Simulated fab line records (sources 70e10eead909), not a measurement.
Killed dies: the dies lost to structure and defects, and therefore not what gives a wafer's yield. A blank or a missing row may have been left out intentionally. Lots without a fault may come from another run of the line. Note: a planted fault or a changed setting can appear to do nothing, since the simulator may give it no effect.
2 desks, one fault | flow nand harc | what lay behind the numbers comes last; until then each desk has only its own

AT THE METROLOGY DESK
What the gauges read for every lot (on any tool): the sampled wafers with a number, averaged. If a lot's mean is further than 4 standard deviations from the usual mean, the lot is out of limits and carries the mark OUT (the distance appears in the brackets).
Columns: A = trench depth nm at NHARC_P_STI_OCD_MEAS_17, usual 302 nm; B = trench foot cd nm at NHARC_P_STI_OCD_MEAS_17, usual 156.2 nm
lot  | first seen here | A   | B
L460 | day 2 16:32     | 300 | 157.5
L459 | day 2 16:44     | 301 | 152.8
L461 | day 3 04:32     | 300 | 157.3
L462 | day 3 04:43     | 305 | 155.0
L464 | day 3 19:54     | 302 | 156.9
L466 | day 4 05:49     | 300 | 156.9
L467 | day 4 13:39     | 300 | 157.4
L473 | day 6 02:21     | 306 | 156.2
L474 | day 6 02:35     | 304 | 154.1
L478 | day 7 09:33     | 300 | 156.7
L479 | day 7 09:50     | 297 | 155.6
L481 | day 7 23:47     | 304 | 156.4
This desk's finding: nothing out of limits on any of the 12 lots.

THE DEFECT DESK
Per lot, the means of the sampled wafers with a number show what the inspections along the route counted. If a lot's mean is further than 4 standard deviations from the usual mean, the lot is out of limits and carries the mark OUT (the distance appears in the brackets).
Columns: A = raw defect count at NHARC_P_STI_INSPECT_11, usual 6
lot  | first seen here | A
L460 | day 2 15:52     | 4
L459 | day 2 16:02     | 7
L461 | day 3 03:52     | 9
L462 | day 3 04:03     | 3
L464 | day 3 19:14     | 4
L466 | day 4 05:08     | 5
L467 | day 4 12:59     | 5
L473 | day 6 01:41     | 756 (+99 or more) OUT
L474 | day 6 01:52     | 763 (+99 or more) OUT
L478 | day 7 08:53     | 7
L479 | day 7 09:03     | 5
L481 | day 7 23:08     | 5
This desk finds L473, L474 out of limits, L473 being first, at day 6 01:41 (raw defect count at NHARC_P_STI_INSPECT_11). L460, L459, L461, L462, L464, L466, L467, L478, L479, L481: within limits.

PUT TOGETHER
The defect desk could have raised an alarm at day 6 01:41, on L473, L474.
Metrology desk: nothing out of limits seen.
The metrology desk holds a record of L473, L474, inside its limits.
On wet bench-04, each named lot ran NHARC_P_STI_ETCH_26.

WHAT THE SIMULATOR PUT IN
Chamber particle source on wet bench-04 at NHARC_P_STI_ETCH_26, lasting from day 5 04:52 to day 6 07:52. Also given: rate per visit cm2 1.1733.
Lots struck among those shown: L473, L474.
Hours from the fault's start to each desk's first reading out of limits: the defect desk, 21.
